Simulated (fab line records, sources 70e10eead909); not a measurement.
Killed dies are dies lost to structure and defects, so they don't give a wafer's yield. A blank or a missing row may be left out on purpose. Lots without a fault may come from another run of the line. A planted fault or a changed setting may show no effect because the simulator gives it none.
Which tool did it? | flow nand_harc | 11 lots, 33 wafers sampled, at 5 steps of a route of 1302

WHAT THE GAUGES READ, wafer by wafer
NHARC_A_CHANNEL_HOLE_D2_OVL_MEAS_11.
lot  | measured     | on         | overlay_x_nm (nm) | overlay_y_nm (nm)
L776 | day 13 08:35 | overlay-01 | 0.8 0.6 0.8       | -1.3 -0.8 -0.9
L777 | day 13 08:44 | overlay-01 | 0.8 0.0 0.2       | -1.5 -2.1 -1.8
L778 | day 14 09:15 | overlay-01 | 0.9 0.7 0.9       | -0.7 -1.0 -1.1
L779 | day 14 19:25 | overlay-01 | -0.1 -0.5 -0.2    | 0.4 0.7 0.1
L782 | day 15 19:22 | overlay-02 | 0.1 0.2 0.0       | 0.1 -0.2 0.3
L790 | day 19 04:11 | overlay-02 | 0.5 0.3 0.5       | -0.1 -0.1 -0.2
L791 | day 19 06:11 | overlay-02 | 0.5 0.1 0.6       | 0.8 0.7 0.4
L792 | day 20 06:23 | overlay-02 | -1.0 -1.4 -0.5    | -1.3 -1.8 -1.1
L795 | day 20 20:35 | overlay-01 | 1.8 1.5 2.4       | 0.4 0.7 0.5
L797 | day 21 23:35 | overlay-02 | 0.0 0.2 0.1       | -1.5 -1.9 -2.1
L799 | day 22 12:02 | overlay-01 | 1.1 1.2 1.5       | -0.7 -0.4 -1.2

NHARC_END_SORT_01.
lot  | measured     | on        | killed_at_array | killed_at_other | killed_at_periphery | killed_dies | killed_open | killed_short
L776 | day 24 19:07 | prober-01 | 72 67 59        | 0 0 0           | 2 1 2               | 74 68 61    | 6 2 2       | 3 1 3
L777 | day 24 23:37 | prober-02 | 48 57 49        | 0 0 0           | 9 5 5               | 57 62 54    | 3 3 3       | 5 4 2
L778 | day 25 05:29 | prober-01 | 55 50 55        | 0 1 1           | 3 0 1               | 58 51 57    | 4 1 4       | 2 1 4
L779 | day 25 18:29 | prober-02 | 80 102 101      | 3 0 2           | 0 1 2               | 83 103 105  | 3 1 3       | 4 1 3
L782 | day 26 22:16 | prober-02 | 40 617 64       | 2 0 1           | 12 5 9              | 54 622 74   | 1 5 6       | 3 1 4
L790 | day 30 07:26 | prober-01 | 41 50 48        | 0 0 1           | 5 2 1               | 46 52 50    | 7 4 1       | 6 2 8
L791 | day 30 09:10 | prober-02 | 79 65 86        | 3 1 0           | 3 10 8              | 85 76 94    | 1 3 5       | 3 6 5
L792 | day 30 22:19 | prober-01 | 74 78 90        | 6 0 2           | 6 1 5               | 86 79 97    | 3 5 4       | 4 4 2
L795 | day 32 06:04 | prober-02 | 87 71 67        | 0 1 1           | 3 8 9               | 90 80 77    | 5 4 4       | 1 0 4
L797 | day 33 03:52 | prober-02 | 26 27 28        | 1 0 1           | 3 3 3               | 30 30 32    | 4 2 4       | 6 4 3
L799 | day 33 21:13 | prober-02 | 55 44 55        | 0 0 1           | 3 3 3               | 58 47 59    | 2 3 4       | 3 0 2

WHICH TOOL RAN EACH LOT (tool, then ch and the chambers of the sampled wafers, then the start)
lot  | NHARC_A_CHANNEL_HOLE_D2_ETCH_39               | NHARC_A_CHANNEL_HOLE_D2_ETCH_16               | NHARC_A_CHANNEL_HOLE_D2_ETCH_44
L776 | rie_diel-13 ch 0,1,2, day 13 14:39 or earlier | rie_diel-13 ch 0,2,3, day 13 14:39 or earlier | rie_diel-08 ch 0,2, day 13 14:39
L777 | rie_diel-08 ch 1,2, day 13 15:11 or earlier   | rie_diel-08 ch 0,2,3, day 13 15:11 or earlier | rie_diel-13 ch 0,1,3, day 13 15:11
L778 | rie_diel-07 ch 0,3, day 14 15:16 or earlier   | rie_diel-07 ch 0,2,3, day 14 15:16 or earlier | rie_diel-13 ch 1,2,3, day 14 15:16
L779 | rie_diel-07 ch 0,2,3, day 15 03:53 or earlier | rie_diel-07 ch 0,1,2, day 15 03:53 or earlier | rie_diel-07 ch 0,1,2, day 15 03:53
L782 | rie_diel-07 ch 0,1,2, day 16 01:55 or earlier | rie_diel-07 ch 0,2,3, day 16 01:55 or earlier | rie_diel-07 ch 0,1,2, day 16 01:55
L790 | rie_diel-13 ch 0,2, day 19 10:11 or earlier   | rie_diel-13 ch 0,2, day 19 10:11 or earlier   | rie_diel-13 ch 1,2,3, day 19 10:11
L791 | rie_diel-08 ch 0,1,3, day 19 12:11 or earlier | rie_diel-08 ch 0,2,3, day 19 12:11 or earlier | rie_diel-07 ch 0,1, day 19 12:11
L792 | rie_diel-07 ch 0,1,2, day 20 12:23 or earlier | rie_diel-07 ch 2,3, day 20 12:23 or earlier   | rie_diel-07 ch 2,3, day 20 12:23
L795 | rie_diel-08 ch 0,2,3, day 21 02:36 or earlier | rie_diel-08 ch 0,1,3, day 21 02:36 or earlier | rie_diel-13 ch 0,1,2, day 21 02:36
L797 | rie_diel-07 ch 1,2,3, day 22 06:11 or earlier | rie_diel-07 ch 0,2,3, day 22 06:11 or earlier | rie_diel-07 ch 0,2,3, day 22 06:11
L799 | rie_diel-08 ch 0,1, day 22 18:14 or earlier   | rie_diel-08 ch 0,1,3, day 22 18:14 or earlier | rie_diel-07 ch 1,2,3, day 22 18:14
- NHARC_A_CHANNEL_HOLE_D2_ETCH_39: etches the open film in N2/H2, target depth 260 nm, time 325 s.
- NHARC_A_CHANNEL_HOLE_D2_ETCH_16: etches the open film in O2/COS, target depth 3100 nm, time 806 s.
- NHARC_A_CHANNEL_HOLE_D2_ETCH_44: etches the open film in CF4/O2, target depth 140 nm, overetch 14 nm, time 77 s.

WHAT THE TOOLS THEMSELVES READ (means of the sampled wafers that have a number; where no wafer has one, the mark that the record gives instead)
NHARC_A_CHANNEL_HOLE_D2_ETCH_39.
lot  | tool        | drypump_motor_current_A (A) | oes_product_au (a.u.) | rf_vpp_V (V) | showerhead_plenum_p_Torr (Torr) | throttle_valve_pct (%)
L776 | rie_diel-13 | 6.1                         | 1.016                 | 432.5        | 2.09                            | 14.169
L777 | rie_diel-08 | 5.5                         | 1.001                 | 429.7        | 2.00                            | 14.176
L778 | rie_diel-07 | 5.9                         | 0.990                 | 432.7        | 2.19                            | 14.171
L779 | rie_diel-07 | 5.7                         | 0.996                 | 431.3        | 2.09                            | 14.170
L782 | rie_diel-07 | 5.5                         | 1.011                 | 429.4        | 2.01                            | 14.170
L790 | rie_diel-13 | 6.1                         | 0.998                 | 430.4        | 2.03                            | 14.179
L791 | rie_diel-08 | 5.8                         | 1.000                 | 429.6        | 2.01                            | 14.165
L792 | rie_diel-07 | 5.5                         | 1.013                 | 429.2        | 2.01                            | 14.169
L795 | rie_diel-08 | 5.6                         | 0.999                 | 429.9        | 2.04                            | 14.175
L797 | rie_diel-07 | 5.7                         | 0.995                 | 429.5        | 2.01                            | 14.169
L799 | rie_diel-08 | 5.8                         | 0.999                 | 430.2        | 2.03                            | 14.176

NHARC_A_CHANNEL_HOLE_D2_ETCH_16.
lot  | tool        | drypump_motor_current_A (A) | oes_product_au (a.u.) | rf_vpp_V (V) | showerhead_plenum_p_Torr (Torr) | throttle_valve_pct (%)
L776 | rie_diel-13 | 6.0                         | 1.011                 | 314.0        | 3.13                            | 28.335
L777 | rie_diel-08 | 5.6                         | 0.998                 | 314.4        | 3.13                            | 28.326
L778 | rie_diel-07 | 5.7                         | 0.995                 | 314.2        | 3.19                            | 28.325
L779 | rie_diel-07 | 5.5                         | 0.999                 | 313.6        | 3.08                            | 28.325
L782 | rie_diel-07 | 5.7                         | 0.996                 | 315.7        | 3.19                            | 28.337
L790 | rie_diel-13 | 6.1                         | 0.990                 | 313.4        | 3.11                            | 28.335
L791 | rie_diel-08 | 5.7                         | 0.995                 | 313.7        | 3.12                            | 28.326
L792 | rie_diel-07 | 5.9                         | 1.012                 | 314.4        | 3.19                            | 28.336
L795 | rie_diel-08 | 5.8                         | 0.992                 | 314.4        | 3.09                            | 28.327
L797 | rie_diel-07 | 5.7                         | 1.002                 | 314.7        | 3.18                            | 28.324
L799 | rie_diel-08 | 5.8                         | 1.002                 | 313.9        | 3.09                            | 28.320

NHARC_A_CHANNEL_HOLE_D2_ETCH_44.
lot  | tool        | drypump_motor_current_A (A) | oes_product_au (a.u.) | rf_vpp_V (V) | showerhead_plenum_p_Torr (Torr) | throttle_valve_pct (%)
L776 | rie_diel-08 | 5.8                         | 0.988                 | 199.1        | 1.39                            | 13.402
L777 | rie_diel-13 | 6.1                         | 1.005                 | 198.8        | 1.38                            | 13.399
L778 | rie_diel-13 | 5.9                         | 1.009                 | 197.3        | 1.35                            | 13.398
L779 | rie_diel-07 | 5.5                         | 1.006                 | 197.9        | 1.32                            | 13.388
L782 | rie_diel-07 | 5.5                         | 0.979                 | 197.5        | 1.32                            | 13.394
L790 | rie_diel-13 | 5.9                         | 0.996                 | 198.1        | 1.35                            | 13.400
L791 | rie_diel-07 | 5.5                         | 1.004                 | 197.2        | 1.33                            | 13.393
L792 | rie_diel-07 | 5.9                         | 0.998                 | 199.1        | 1.37                            | 13.392
L795 | rie_diel-13 | 6.1                         | 1.001                 | 199.0        | 1.37                            | 13.400
L797 | rie_diel-07 | 5.7                         | 0.999                 | 197.5        | 1.36                            | 13.400
L799 | rie_diel-07 | 5.7                         | 0.973                 | 197.1        | 1.31                            | 13.397

THE ANSWER, worked out from the rows above alone
Rule: what is usual is taken from the lots themselves. Put in order of their means at a reading, lots are off if they are a third of the lots or fewer, leave a main group of 4 or more, and stand apart from it by a gap of 3 or more times the standard deviation of the main group's means; of several such gaps the widest counts. A main group whose means are all the same, to the digits that the tables above print for the reading, isn't used. A lot without any number at a reading at which 4 lots or more have one is off too. The other lots that the step has rows for count as sound. The gauges are gone through in route order, then the tools' own readings, and for those a lot's mean is taken as printed above. The first step at which some lot is off is used, and at that step the reading that is off furthest; a lot without a number counts as furthest.
Off: L782, at NHARC_END_SORT_01 (killed_dies). The main group: mean 67, standard deviation 20.
A tool fits if, at a process step before that reading, it ran every lot that is off, and no sound lot after the first of them. The gauges at NHARC_END_SORT_01 aren't tried: what is off there is off at NHARC_A_CHANNEL_HOLE_D2_ETCH_39 too, on other tools, and a gauge's error can't cause that. NHARC_A_CHANNEL_HOLE_D2_ETCH_39 gives no start for some lots, so the hours and the order of its lots are those of NHARC_A_CHANNEL_HOLE_D2_ETCH_44. NHARC_A_CHANNEL_HOLE_D2_ETCH_16 gives no start for some lots, so the hours and the order of its lots are those of NHARC_A_CHANNEL_HOLE_D2_ETCH_44. None of those tried fits.

WHAT THE SIMULATOR HAD PUT IN
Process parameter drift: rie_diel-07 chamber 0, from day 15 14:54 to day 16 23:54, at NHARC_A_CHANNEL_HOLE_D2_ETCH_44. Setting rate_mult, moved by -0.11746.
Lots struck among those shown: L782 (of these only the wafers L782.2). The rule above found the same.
